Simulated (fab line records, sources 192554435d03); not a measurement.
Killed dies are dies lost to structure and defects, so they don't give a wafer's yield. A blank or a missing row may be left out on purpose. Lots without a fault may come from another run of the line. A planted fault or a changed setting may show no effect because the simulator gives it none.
A struck lot beside a sound one | flow n5_finfet | 37 steps out of a route of 1938
Sound: wafers L742.1, L742.5, L742.6. Struck: wafers L731.1, L731.3, L731.4. The cause comes at the end.
At each step with rows: each side's tool, then ch and its chambers, then its first start. Under that, the readings that differ: sound wafers | struck wafers | difference of the means | sigmas: that difference in standard deviations of wafers without a fault.
alike: readings whose means differ by less than 2 such deviations, and words and numbers that are the same on both sides. not compared: withheld readings, readings that some wafer has no value for, bounds like >300 that may hide the same value, and numbers for which the record gives no deviation and whose values overlap.
The two part at a step that has a row with sigmas, a row that says differs or no value, or rows on one side only. Numbers that don't overlap but have no deviation are shown without sigmas and don't part them. A reading that every wafer of one side lacks parts them only if that side has two wafers or more.

first, 9 steps without rows for these wafers: N5_SDB_PRECLEAN_38 (cleans in dHF, time 10 s); N5_SDB_PRECLEAN_39 (cleans in O3/DIW, time 45 s); N5_SDB_SRD_28 (time 30 s); N5_SDB_ALD_29 (deposits SiNx, target thk 30 nm, pulse time 1 s, ald cycles 600); N5_SDB_CMP_30 (polishes, stops on poly-Si, t overpolish 1.54 s, target thk 30 nm); N5_DUMMY_REMOVAL_HM_STRIP_01 (strips SiNx in CH3F/O2, stops on poly-Si, target depth 4 nm, time 6.8 s); N5_DUMMY_REMOVAL_STRIP_10 (strips in N2/H2, time 40 s); N5_DUMMY_REMOVAL_PRECLEAN_07 (cleans in dHF, time 30 s); N5_DUMMY_REMOVAL_DUMMY_REMOVE_02 (chemistry TMAH, target poly-Si, stops on SiO2, target depth 142 nm, time 57 s, rinse time 30 s).
N5_DUMMY_REMOVAL_PRECLEAN_08: cleans in NF3:NH3, afs cycles 2, time 20 s, sublimation time 60 s.
  sound on remote_plasma-02 ch 0, day 8 15:55; struck on remote_plasma-02 ch 0, day 5 17:50
  no value came back on the struck wafers for afs_cycles, pressure_torr (Torr), temp_c (C); on the sound wafers afs_cycles reads 2 2 2
  reading                                     | sound | struck | difference | sigmas
  model.SiO2_of_DUMMY_GATE_ALD_02.thk_nm (nm) | 0 0 0 | 2 2 2  | +2         |
then, 26 steps without rows for these wafers: N5_DUMMY_REMOVAL_PRECLEAN_04 (cleans in DHF, time 37 s); N5_DUMMY_REMOVAL_SRD_05 (time 30 s); N5_HKMG_FIN_IL_REGROW_00 (material SiO2, chemistry O3, target thk 0.75 nm, time 30 s); N5_HKMG_FIN_HK_ALD_01 (deposits HfO2, target thk 1.6 nm, pulse time 3 s, purge time 3 s); N5_HKMG_FIN_HK_ANNEAL_02 (time 30 s); N5_HKMG_FIN_ALD_74 (deposits La2O3, target thk 0.5 nm, pulse time 6 s, co reactant pulse time 1 s); N5_HKMG_FIN_ALD_75 (deposits Al2O3, target thk 1 nm, co reactant pulse time 1 s); N5_HKMG_FIN_COAT_41 (time 60 s, resist thk 300 nm); N5_HKMG_FIN_COAT_42 (time 60 s, resist thk 35 nm); N5_HKMG_FIN_COAT_43 (resist thk 90 nm); N5_HKMG_FIN_EBR_45; N5_HKMG_FIN_SOFTBAKE_44 (time 60 s); N5_HKMG_FIN_EXPOSE_46 (exposes mask NDIPOLE); N5_HKMG_FIN_PEB_47 (peb time 60 s); N5_HKMG_FIN_DEVELOP_48 (develop time 30 s); N5_HKMG_FIN_DESCUM_53 (chemistry O2, time 7.9 s); N5_HKMG_FIN_ETCH_54 (etches SiARC in CF4, target depth 45.5 nm, time 75.8 s); N5_HKMG_FIN_ETCH_55 (etches SOC in N2/H2, target depth 240 nm, time 300 s); N5_HKMG_FIN_STRIP_56 (strips in N2/H2); N5_HKMG_FIN_STRIP_57 (strips in CF4); N5_HKMG_FIN_ETCH_58 (etches SOC in N2/H2, target depth 215.8 nm, time 741 s); N5_HKMG_FIN_STRIP_93 (strips SOC in N2/H2, time 20 s); N5_HKMG_FIN_WET_ETCH_76 (etches Al2O3 in dNH4OH, stops on La2O3, target depth 2.25 nm, rinse time 30 s); N5_HKMG_FIN_STRIP_60 (strips in N2/H2, time 360 s); N5_HKMG_FIN_WET_ETCH_77 (etches La2O3 in dHCl, stops on HfO2, target depth 2 nm); N5_HKMG_FIN_WET_ETCH_78 (etches Al2O3 in dNH4OH, stops on La2O3, target depth 4.5 nm, rinse time 30 s).
-- the record jumps here: 8 days lie between the struck wafers' starts before and after (it left off in module HKMG_FIN and takes up again in module PASSIVATION, whose first step shown is number 1936 of the route) --
N5_PASSIVATION_PROBE_49:
  sound on prober-01, day 16 10:15; struck on prober-01, day 14 03:14
  reading              | sound          | struck         | difference | sigmas
  sort_bin_8_speed (%) | 0 0 0          | 92.8 93.1 93.4 | +93.1      | +99 or more
  sort_n_pass          | 1070 1069 1089 | 0 0 0          | -1076      | -60
  sort_yield_pct (%)   | 90.7 90.6 92.3 | 0 0 0          | -91        | -61
  alike: defect_limited_yield, killed_at_M0_to_M3, killed_at_M4_up, killed_at_contacts, killed_at_front_end, killed_at_other, killed_dies, killed_open, killed_short, sort_bin_5_function, sort_bin_6_memory

WHERE THEY PART
First at N5_DUMMY_REMOVAL_PRECLEAN_08; last, within this record, at N5_PASSIVATION_PROBE_49.

WHY: what the simulator had put in
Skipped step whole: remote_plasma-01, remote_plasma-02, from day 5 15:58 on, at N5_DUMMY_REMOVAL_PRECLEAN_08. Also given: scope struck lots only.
